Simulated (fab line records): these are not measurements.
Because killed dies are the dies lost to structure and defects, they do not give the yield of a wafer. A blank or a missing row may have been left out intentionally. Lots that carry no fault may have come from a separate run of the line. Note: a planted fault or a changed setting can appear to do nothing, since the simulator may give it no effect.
Split-lot study	flow n5-finfet	route with 1938 steps; 7 lots, 21 wafers read

== THE SPLIT ==
At N5_FIN_SAQP_HM_DEP_03 (deposits SiNx from SiH4/NH3/N2, target thk 38 nm, time 33.6 s), the setting time-s was moved away from the recipe's 33.6 s on 5 of the 21 wafers read, by -9.6% to +14.3%. All remaining wafers had this setting at the recipe value.

== FROM THE SPLIT TO THE READING: what the file shows between them, 11 steps ==
- N5_FIN_SAQP_THK_MEAS_05
- N5_FIN_SAQP_EXPOSE_13: exposes mask FIN CORE, target cd 35.6 nm (also split here: dose-mj)
- N5_FIN_SAQP_PEB_14: peb time 60 s
- N5_FIN_SAQP_DEVELOP_15: develop time 30 s
- N5_FIN_SAQP_SPACER2_ALD_28: deposits SiO2, target thk 8.1 nm, pulse time 1 s, purge time 2 s
- N5_FIN_SAQP_SPACER2_ETCHBACK_29: etches SiO2 in CHF3/O2, target depth 12.2 nm, time 6.1 s
- N5_FIN_SAQP_MANDREL2_REMOVE_60: chemistry HBr/Cl2/O2, target a-Si, stops on SiNx, bt time 10 s
- N5_FIN_SAQP_HM_OPEN_33: chemistry CH3F/O2, target SiNx, target depth 49.4 nm, time 70.6 s
- N5_FIN_SAQP_ETCH_34: etches SiO2 in C4F6/O2, target depth 45 nm, time 15 s
- N5_FIN_SAQP_STRIP_77: strips in N2/H2, time 90 s
- N5_FIN_SAQP_PRECLEAN_38: cleans in O3/DIW, time 45 s

== THE READING ==
SiNx_of_FIN_SAQP_HM_DEP_03.thk-nm (the simulator's own value, which no gauge read), in nm, at N5_FIN_SAQP_PRECLEAN_45 (cleans in dHF, time 10 s). There is no usual value for it anywhere in the file. The 16 wafers here that ran the recipe average 21.3 nm, standard deviation 0.86 nm.

wafer	tool, chamber at the split	time-s as run, s	against the recipe	SiNx_of_FIN_SAQP_HM_DEP_03.thk-nm, nm	against lot-mates on the recipe
L077.1	pecvd-02, 2	30.37	-9.6%	17	-4.2
L077.5	pecvd-02, 0	33.6	recipe	20.2	-
L077.6	pecvd-02, 2	33.6	recipe	22.2	-
L080.1	pecvd-02, 2	33.6	recipe	22	-
L080.6	pecvd-02, 2	33.6	recipe	22	-
L080.3	pecvd-02, 0	33.6	recipe	20.2	-
L081.1	pecvd-04, 2	32.22	-4.1%	19.4	-1.0
L081.2	pecvd-04, 0	33.6	recipe	20.4	-
L081.5	pecvd-04, 2	32.22	-4.1%	20.4	+0.0
L082.2	pecvd-02, 1	38.42	+14.3%	26.8	+5.4
L082.3	pecvd-02, 0	38.42	+14.3%	26.2	+4.8
L082.4	pecvd-02, 0	33.6	recipe	21.4	-
L086.2	pecvd-02, 1	33.6	recipe	22	-
L086.5	pecvd-02, 1	33.6	recipe	22	-
L086.6	pecvd-02, 2	33.6	recipe	22.8	-
L091.3	pecvd-02, 0	33.6	recipe	21	-
L091.4	pecvd-02, 0	33.6	recipe	20.8	-
L091.6	pecvd-02, 2	33.6	recipe	22.2	-
L093.2	pecvd-01, 0	33.6	recipe	20	-
L093.3	pecvd-01, 1	33.6	recipe	20.6	-
L093.5	pecvd-01, 0	33.6	recipe	20.8	-

THE FIT
A straight line over all 21 wafers: SiNx_of_FIN_SAQP_HM_DEP_03.thk-nm changes by +0.377 nm for each +1% of time-s; r = +0.92; the points scatter about the line by 0.83 nm.
The same after taking each lot's own level away (the mean of its wafers on the recipe; 21 wafers): +0.354 nm for each +1%; r = +0.94; scatter 0.69 nm.
According to that fit, moving time-s by its largest amount changes the reading by 5.1 nm.
Across the lots, their own levels run from 20.40 to 22.27 nm, a range of 2.2 times the standard deviation given above.
The two slopes are in agreement: the lot-to-lot level therefore moves the slope only a little.
Check: with one of the wafers moved furthest among these (+14.3%) left out of the fit, the line predicts +4.94 nm for it against its lot-mates. Against them it came out at +5.4 nm.

== THE OTHER SPLITS THESE WAFERS WENT THROUGH ==
These wafers also went through other splits before the reading. Each is held against what the fit with the lots' levels taken away leaves over:
other split on the same wafers	wafers away from the commonest value	r with SiNx_of_FIN_SAQP_HM_DEP_03.thk-nm (lot level and that fit taken away)
N5_WELL_APT_EXPOSE_05 dose-mj	5	-0.10
N5_WELL_APT_PEB_06 peb-temp-c	5	-0.10
N5_FIN_SAQP_EXPOSE_13 dose-mj	9	-0.02

== THE WHOLE CHAIN: every reading that the file lists as answering this split, in the file's order ==
step	what it does	reading	change (the file's fit)	r (the file's)
N5_FIN_SAQP_HM_DEP_03	deposits SiNx from SiH4/NH3/N2, target thk 38 nm, time 33.6 s	SiNx_of_FIN_SAQP_HM_DEP_03.thk-nm (the simulator's own value, which no gauge read)	+0.352 nm for each +1% of the setting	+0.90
N5_FIN_SAQP_THK_MEAS_05		thk-nm	withheld for each +1% of the setting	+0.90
N5_FIN_SAQP_MANDREL2_REMOVE_60	chemistry HBr/Cl2/O2, target a-Si, stops on SiNx, bt time 10 s	SiNx_of_FIN_SAQP_HM_DEP_03.thk-nm (the simulator's own value, which no gauge read)	+0.358 nm for each +1% of the setting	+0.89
N5_FIN_SAQP_HM_OPEN_33	chemistry CH3F/O2, target SiNx, target depth 49.4 nm, time 70.6 s	etch.depth-nm (the simulator's own value, which no gauge read)	+0.352 nm for each +1% of the setting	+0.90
N5_FIN_SAQP_PRECLEAN_45	cleans in dHF, time 10 s	SiNx_of_FIN_SAQP_HM_DEP_03.thk-nm (the simulator's own value, which no gauge read)	+0.367 nm for each +1% of the setting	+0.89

== FILE'S OWN FIT ==
SiNx_of_FIN_SAQP_HM_DEP_03.thk-nm changes by +0.367 nm for each +1% of time-s, r = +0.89.
